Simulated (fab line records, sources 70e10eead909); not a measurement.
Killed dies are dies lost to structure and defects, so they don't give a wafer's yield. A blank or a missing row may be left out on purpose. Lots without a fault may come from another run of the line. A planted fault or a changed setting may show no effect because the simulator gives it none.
Problem report in the 8D (eight disciplines) form, filled by code | flow nand_harc | the parts of the form that need people (team, actions taken, sign-off) are left out

1. THE PROBLEM
sort_bin_3_pct at NHARC_END_SORT_01 reads a mean of 3.6 % on 4 wafers of 2 lots; wafers without a fault read 0.6 % with a standard deviation of 0.31. That is +9.7 standard deviations from the usual mean.
First seen on wafer L427.4, day 28 14:15, on prober-01. The record holds 11 wafers of 4 lots with a number at this step. Rule for "out", or "out of limits": more than 4 standard deviations from the usual mean. The other wafers with a number count as sound.

2. WHAT IT IS AND WHAT IT IS NOT
question                    | is                             | is not
which readings at this step | sort_bin_3_pct                 | killed_at_other, killed_open, killed_short, sort_bin_4_pct, sort_rim_yield_pct
which lots                  | L427, L428                     | L435, L437
which wafers of those lots  | L427.4, L427.5, L428.2, L428.6 | L428.3
read on which gauges        | prober-01, prober-02           | -
when                        | from day 28 14:15              | up to then (0 sound wafers); but 7 sound wafers of L428, L435, L437 came after

3. SUSPECTS, AND WHAT RULES EACH OUT
Counting: a tool at a process step up to the reading stays a suspect if it ran every lot that is out. Sound lots after the first of them don't rule it out here, since some wafers of a struck lot are sound.
- the gauge at NHARC_END_SORT_01: ruled out. The wafers that are out were read on 2 gauges (prober-01, prober-02).
- rie_diel-02 at NHARC_A_M1_ETCH_35 (etches the open film in N2/H2, target depth 40 nm, overetch 12 nm, time 43.94 s): kept. It ran every lot that is out, first L427 (day 26 23:15).
- rtp_anneal-01 at NHARC_A_M1_ANNEAL_31 (time 90 s): kept. It ran every lot that is out, first L427 (day 27 00:55).
- Within rie_diel-02 at NHARC_A_M1_ETCH_35: the wafers that are out ran in chamber 2; their sound lot-mates ran in chamber 0.
Left after counting: rie_diel-02 at NHARC_A_M1_ETCH_35, rtp_anneal-01 at NHARC_A_M1_ANNEAL_31.

4. THE CAUSE (what the simulator had put in)
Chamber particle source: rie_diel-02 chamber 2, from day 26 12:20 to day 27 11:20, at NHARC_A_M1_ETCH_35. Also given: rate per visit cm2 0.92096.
Counting left 2 suspects, and this tool is among them.

5. THE CHAIN OF EFFECTS, in route order
Each row: a reading whose mean over the struck wafers that have a number lies more than 3 standard deviations from the usual. Only readings for which the record gives a usual standard deviation are gone through. hours: the time from each lot's start at the first step in this table that gives one to its start at this step, as a median over the lots. sigmas: the change in usual standard deviations.
hours | step              | reading              | usual  | on struck wafers | change | sigmas
0     | NHARC_END_SORT_01 | defect_limited_yield | 91.5 % | 81.8             | -9.7   | -4.1
0     | NHARC_END_SORT_01 | killed_at_array      | 52     | 116              | +64    | +4.0
0     | NHARC_END_SORT_01 | killed_dies          | 57     | 124              | +66    | +4.2
0     | NHARC_END_SORT_01 | sort_bin_2_pct       | 3.0 %  | 8.5              | +5.5   | +5.0
0     | NHARC_END_SORT_01 | sort_bin_3_pct       | 0.6 %  | 3.6              | +3.0   | +9.7
0     | NHARC_END_SORT_01 | sort_n_pass          | 620    | 554              | -66    | -4.2
0     | NHARC_END_SORT_01 | sort_yield_pct       | 91.5 % | 81.8             | -9.7   | -4.1

6. WHAT WOULD HAVE CAUGHT IT SOONER
In this record the first reading out of limits at a measuring or inspecting step was taken at day 28 14:15, 50 hours after the fault began at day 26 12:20.
Of the tool readings at NHARC_A_M1_ETCH_35 for which the record gives a usual standard deviation, none was out on any struck wafer, so an alarm limit of 4 standard deviations on them would not have fired.
All the lots that are out (2) had begun NHARC_A_M1_ETCH_35 on rie_diel-02 by day 28 14:15. A hold on the tool at that time would have spared none of them.
